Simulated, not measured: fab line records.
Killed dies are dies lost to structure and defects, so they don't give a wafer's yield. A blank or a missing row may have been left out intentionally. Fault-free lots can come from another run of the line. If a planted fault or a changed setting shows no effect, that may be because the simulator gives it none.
Which of the tools did it?	flow nand_harc	Sampling: 14 lots, 39 wafers, 6 of 1159 route steps

WHAT THE GAUGES SHOWED, per wafer
NHARC_A_SOURCE_PLATE_THK_MEAS_06: measures by ellipsometry. Usual: thk_nm at 199.3 nm, with a standard deviation of 2.2.
lot	measured	on	thk_nm (nm)	flag
L877	day 7 14:08	film_metro-01	194.0 197.3 197.0	
L878	day 7 23:31	film_metro-02	200.0 197.9 198.1	
L879	day 7 23:31	film_metro-01	201.1 204.2 201.9	
L880	day 8 09:19	film_metro-01	198.9 200.1 197.8	
L883	day 9 04:22	film_metro-02	202.0 202.3 202.1	
L882	day 9 04:23	film_metro-01	202.4 201.9 202.6	
L885	day 9 11:40	film_metro-01	197.3 199.1 198.5	
L886	day 9 11:40	film_metro-02	197.4 198.8 199.8	
L887	day 9 21:04	film_metro-02	201.3 202.4 199.8	
L888	day 11 12:23	film_metro-02	197.9 197.9	
L894	day 11 20:04	film_metro-02	197.5 196.6	
L897	day 12 05:32	film_metro-02	200.6 199.6 202.2	
L896	day 12 05:33	film_metro-01	198.4 198.3	
L898	day 12 20:26	film_metro-02	197.9 200.3 197.7	

NHARC_A_SOURCE_PLATE_INSPECT_08. Usual: raw_defect_count at 62, with a standard deviation of 23.
lot	measured	on	raw_defect_count	flag
L877	day 7 14:13	defect_inspect-01	43 39 23	
L878	day 7 23:36	defect_inspect-02	40 123 60	
L879	day 7 23:36	defect_inspect-01	134 88 54	
L880	day 8 09:23	defect_inspect-02	55 116 49	
L883	day 9 04:26	defect_inspect-02	36 43 75	
L882	day 9 04:29	defect_inspect-02	63 91 45	
L885	day 9 11:44	defect_inspect-01	32 23 50	
L886	day 9 11:44	defect_inspect-02	44 62 70	
L887	day 9 21:10	defect_inspect-01	38 51 102	
L888	day 11 12:26	defect_inspect-02	55 97	
L894	day 11 20:08	defect_inspect-01	67 63	
L897	day 12 05:38	defect_inspect-01	49 48 43	
L896	day 12 05:38	defect_inspect-02	122 107	
L898	day 12 20:29	defect_inspect-01	83 67 64	

NHARC_A_ONON_D1_THK_MEAS_08: measures by ellipsometry. Usual: thk_nm at 999 nm, with a standard deviation of 13.
lot	measured	on	thk_nm (nm)	flag
L877	day 7 15:56	film_metro-01	1007 1006 1007	
L878	day 8 01:19	film_metro-02	982 981 982	
L879	day 8 01:19	film_metro-01	1003 1005 1004	
L880	day 8 11:05	film_metro-02	999 997 997	
L883	day 9 06:08	film_metro-01	1005 1005 1005	
L882	day 9 06:11	film_metro-01	1005 1006 1006	
L885	day 9 13:26	film_metro-02	1019 1018 1018	
L886	day 9 13:27	film_metro-01	1001 1001 1000	
L887	day 9 22:55	film_metro-02	1011 1012 1013	
L888	day 11 14:09	film_metro-01	644 644	OFF
L894	day 11 21:51	film_metro-01	610 965	OFF
L897	day 12 07:22	film_metro-02	983 984 983	
L896	day 12 07:22	film_metro-01	641 993	OFF
L898	day 12 22:13	film_metro-02	1004 1004 1002	

NHARC_END_SORT_01. Usual: killed_at_array 25, standard deviation 9.5; killed_at_other 0.8, standard deviation 1.2; killed_at_periphery 3.4, standard deviation 2.2; killed_dies 29, standard deviation 10; killed_open 3.3, standard deviation 1.8; killed_short 2.1, standard deviation 1.4.
lot	measured	on	killed_at_array	killed_at_other	killed_at_periphery	killed_dies	killed_open	killed_short	flag
L888	day 23 08:08	prober-02	670 664	5 1	2 12	677 677	1 2	3 2	OFF
L894	day 23 08:07	prober-01	673 40	0 4	4 2	677 46	3 4	1 1	OFF
L896	day 24 10:02	prober-01	671 25	0 2	6 6	677 33	2 5	2 2	OFF

WHICH TOOL RAN EACH LOT (tool, then ch and the chambers of the sampled wafers, then the start)
lot	NHARC_A_ZERO_WELL_ETCH_13	NHARC_A_ONON_D1_DEP_06
L877	rie_si-04 ch 0,1,2, day 6 16:17	pecvd_onon-02 ch 0, day 7 15:32
L878	rie_si-02 ch 0,2,3, day 7 01:30	pecvd_onon-04 ch 0, day 8 00:49
L879	rie_si-04 ch 0,1,3, day 7 02:04	pecvd_onon-02 ch 0, day 8 00:51
L880	rie_si-05 ch 0,1, day 7 11:38	pecvd_onon-04 ch 0, day 8 10:34
L883	rie_si-05 ch 1,2,3, day 8 05:33	pecvd_onon-03 ch 0, day 9 05:41
L882	rie_si-04 ch 0,1,2, day 8 06:49	pecvd_onon-04 ch 0, day 9 05:47
L885	rie_si-05 ch 0,2,3, day 8 12:20	pecvd_onon-03 ch 0, day 9 12:56
L886	rie_si-04 ch 0,2, day 8 16:13	pecvd_onon-04 ch 0, day 9 12:56
L887	rie_si-05 ch 1,2, day 8 20:55	pecvd_onon-02 ch 0, day 9 22:29
L888	rie_si-02 ch 0,2, day 10 14:53	pecvd_onon-04 ch 0, day 11 13:42
L894	rie_si-02 ch 0,3, day 11 00:17	pecvd_onon-04 ch 0, day 11 21:23
L897	rie_si-04 ch 1,2,3, day 11 07:52	pecvd_onon-02 ch 0, day 12 06:50
L896	rie_si-05 ch 1,2, day 11 09:40	pecvd_onon-04 ch 0, day 12 06:53
L898	rie_si-04 ch 0,1,3, day 11 23:11	pecvd_onon-02 ch 0, day 12 21:46
- NHARC_A_ZERO_WELL_ETCH_13: etches the open film in HBr/Cl2, target depth 120 nm, time 40.1 s.
- NHARC_A_ONON_D1_DEP_06: target thk 1000 nm.

WHAT THE TOOLS THEMSELVES READ (means of the sampled wafers that have a number; where no wafer has one, the mark that the record gives instead)
NHARC_A_ZERO_WELL_ETCH_13. Usual: drypump_motor_current_A 5.6 A, standard deviation 0.45; oes_product_au 0.998 a.u., standard deviation 0.011; throttle_valve_pct 26.406 %, standard deviation 0.0096.
lot	tool	drypump_motor_current_A (A)	oes_product_au (a.u.)	throttle_valve_pct (%)	flag
L877	rie_si-04	5.4	0.994	26.412	
L878	rie_si-02	5.3	1.004	26.410	
L879	rie_si-04	5.3	1.000	26.405	
L880	rie_si-05	6.3	1.002	26.405	
L883	rie_si-05	6.1	1.005	26.411	
L882	rie_si-04	5.4	0.991	26.404	
L885	rie_si-05	6.3	1.004	26.404	
L886	rie_si-04	5.5	0.983	26.413	
L887	rie_si-05	6.1	1.009	26.408	
L888	rie_si-02	5.3	0.995	26.408	
L894	rie_si-02	5.2	1.009	26.405	
L897	rie_si-04	5.3	1.000	26.409	
L896	rie_si-05	6.0	1.007	26.399	
L898	rie_si-04	5.3	1.002	26.413	

NHARC_A_ONON_D1_DEP_06. Usual: sih4_flow_sccm at 210.1 sccm, with a standard deviation of 0.55.
lot	tool	sih4_flow_sccm (sccm)	flag
L877	pecvd_onon-02	209.9	
L878	pecvd_onon-04	210.7	
L879	pecvd_onon-02	210.1	
L880	pecvd_onon-04	210.0	
L883	pecvd_onon-03	209.9	
L882	pecvd_onon-04	210.2	
L885	pecvd_onon-03	209.5	
L886	pecvd_onon-04	209.8	
L887	pecvd_onon-02	210.4	
L888	pecvd_onon-04	210.1	
L894	pecvd_onon-04	209.8	
L897	pecvd_onon-02	209.3	
L896	pecvd_onon-04	210.6	
L898	pecvd_onon-02	209.9	

THE ANSWER, worked out from the rows above alone
Rule: a lot counts as off when the mean over its wafers that have a number is more than 3 standard deviations away from the usual mean. Also off: a lot with no number at a reading for which 4 or more lots have one. All remaining lots with rows at the step are treated as sound. Order of review: gauges by route order, followed by the tools' own readings, for which a lot's mean as printed above is used. At the first step where some lot is off, the reading lying furthest off is the one used; lots without a number count as furthest.
Off at NHARC_A_ONON_D1_THK_MEAS_08 (thk_nm): L888, L894, L896.
If a tool, at a process step before that reading, ran all the lots that are off and no sound lot after the first of them, it fits. Not tried: the gauges at NHARC_A_ONON_D1_THK_MEAS_08; whatever is off there is also off at NHARC_END_SORT_01, on other tools, and gauge error can't account for it. One fits: pecvd_onon-04 at NHARC_A_ONON_D1_DEP_06. Its last sound lot is L886 (day 9 12:56), its first lot that is off L888 (day 11 13:42): a fault that began between those two fits.

WHAT WAS PUT IN BY THE SIMULATOR
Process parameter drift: pecvd_onon-04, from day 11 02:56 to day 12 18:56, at NHARC_A_ONON_D1_DEP_06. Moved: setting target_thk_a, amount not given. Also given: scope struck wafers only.
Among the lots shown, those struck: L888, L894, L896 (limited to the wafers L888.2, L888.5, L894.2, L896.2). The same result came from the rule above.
